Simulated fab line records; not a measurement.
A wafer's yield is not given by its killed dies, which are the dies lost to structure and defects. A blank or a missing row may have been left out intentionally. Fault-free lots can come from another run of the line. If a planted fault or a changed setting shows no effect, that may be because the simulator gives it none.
Chamber matching / flow nand_harc / NHARC_A_STAIRCASE_ETCH_444 on rie_diel-11: 4 sister chambers
The step etches the open film in C4F8/O2, target depth 20400 nm, time 6800 s. 8 wafers are shown with their chamber, then 9 later ones without.

EACH WAFER AND ITS CHAMBER
wafer=L083.3; chamber=0; rf_vpp_V (V)=804; oes_product_au (a.u.)=0.918
wafer=L083.5; chamber=0; rf_vpp_V (V)=805; oes_product_au (a.u.)=0.914
wafer=L087.1; chamber=3; rf_vpp_V (V)=799; oes_product_au (a.u.)=0.921
wafer=L087.5; chamber=2; rf_vpp_V (V)=814; oes_product_au (a.u.)=0.927
wafer=L087.6; chamber=1; rf_vpp_V (V)=808; oes_product_au (a.u.)=0.925
wafer=L088.2; chamber=2; rf_vpp_V (V)=814; oes_product_au (a.u.)=0.936
wafer=L088.3; chamber=1; rf_vpp_V (V)=810; oes_product_au (a.u.)=0.932
wafer=L088.6; chamber=3; rf_vpp_V (V)=800; oes_product_au (a.u.)=0.929

WAFERS MISSING THEIR CHAMBER
wafer=L091.2; rf_vpp_V (V)=816; oes_product_au (a.u.)=0.924
wafer=L091.4; rf_vpp_V (V)=799; oes_product_au (a.u.)=0.924
wafer=L091.5; rf_vpp_V (V)=800; oes_product_au (a.u.)=0.934
wafer=L094.1; rf_vpp_V (V)=800; oes_product_au (a.u.)=0.992
wafer=L094.2; rf_vpp_V (V)=815; oes_product_au (a.u.)=0.987
wafer=L094.3; rf_vpp_V (V)=802; oes_product_au (a.u.)=0.975
wafer=L097.1; rf_vpp_V (V)=809; oes_product_au (a.u.)=0.944
wafer=L097.3; rf_vpp_V (V)=798; oes_product_au (a.u.)=0.942
wafer=L097.4; rf_vpp_V (V)=804; oes_product_au (a.u.)=0.944

WHICH CHAMBER EACH WENT THROUGH
wafer=L091.2; from the rows above=2; in truth=2
wafer=L091.4; from the rows above=3; in truth=3
wafer=L091.5; from the rows above=3; in truth=3
wafer=L094.1; from the rows above=3; in truth=3
wafer=L094.2; from the rows above=2; in truth=2
wafer=L094.3; from the rows above=can't be placed: 3 or 0 or 1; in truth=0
wafer=L097.1; from the rows above=1; in truth=1
wafer=L097.3; from the rows above=3; in truth=3
wafer=L097.4; from the rows above=can't be placed: 0 or 3 or 1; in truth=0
7 of 9 placed correctly. Cannot be placed on the basis of these rows: 2; the candidates contain the true chamber in 2. Placed wrongly: 0.
How it was worked out, from the rows above alone: a wafer's distance from a chamber is the root of the sum, over the readings, of the square of ((its reading less the chamber's mean) divided by the reading's scatter). The wafer belongs to the nearest chamber; if the next one is less than 2 further off, it can't be placed. Each chamber's mean is taken over the wafers shown for it. The scatter: the root of (the sum of the squares of (reading less its chamber's mean) over the shown wafers, divided by (wafers less chambers)).
